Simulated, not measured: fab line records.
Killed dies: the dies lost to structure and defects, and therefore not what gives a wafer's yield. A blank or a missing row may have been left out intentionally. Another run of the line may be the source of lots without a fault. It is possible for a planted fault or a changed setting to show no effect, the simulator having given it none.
Matching of chambers + flow n5Finfet + rieDiel-05 running N5_BEOL_M14_DESCUM_33: 4 sister chambers
The step chemistry O2, time 7.9 s. 4 wafers are shown with their chamber, then 8 later ones without.

## EACH WAFER AND ITS CHAMBER
| wafer  | chamber | drypumpMotorCurrentA (A) |
|--------|---------|--------------------------|
| L960.4 | 1       | 6.1                      |
| L962.3 | 3       | 5.4                      |
| L962.4 | 2       | 6.3                      |
| L969.2 | 0       | 5.2                      |

## WAFERS WHOSE CHAMBER IS MISSING
| wafer  | drypumpMotorCurrentA (A) |
|--------|--------------------------|
| L969.3 | 6.2                      |
| L969.6 | 5.3                      |
| L968.1 | 5.2                      |
| L968.2 | 6.2                      |
| L968.3 | 6.3                      |
| L971.1 | 6.1                      |
| L971.2 | 6.3                      |
| L971.6 | 6.3                      |

## WHICH CHAMBER EACH WENT THROUGH
| wafer  | from the rows above     | in truth |
|--------|-------------------------|----------|
| L969.3 | can't be placed: 2 or 1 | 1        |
| L969.6 | can't be placed: 0 or 3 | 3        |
| L968.1 | 0                       | 0        |
| L968.2 | can't be placed: 2 or 1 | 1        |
| L968.3 | 2                       | 2        |
| L971.1 | 1                       | 1        |
| L971.2 | 2                       | 2        |
| L971.6 | 2                       | 2        |
Placed correctly: 5 of 8. From these rows, 3 cannot be placed; in 3 the true chamber is one of the candidates. 0 placed wrongly.
How it was worked out, from the rows above alone: a wafer's distance from a chamber is the root of the sum, over the readings, of the square of ((its reading less the chamber's mean) divided by the reading's scatter). If the next closest chamber is less than 2 further off than the closest, the wafer can't be placed; otherwise it belongs to the closest. For every chamber, the mean is computed from those of its wafers that are shown. The scatter: root of mean squared gap, hidden wafer to nearest shown wafer, with one shown wafer a chamber.
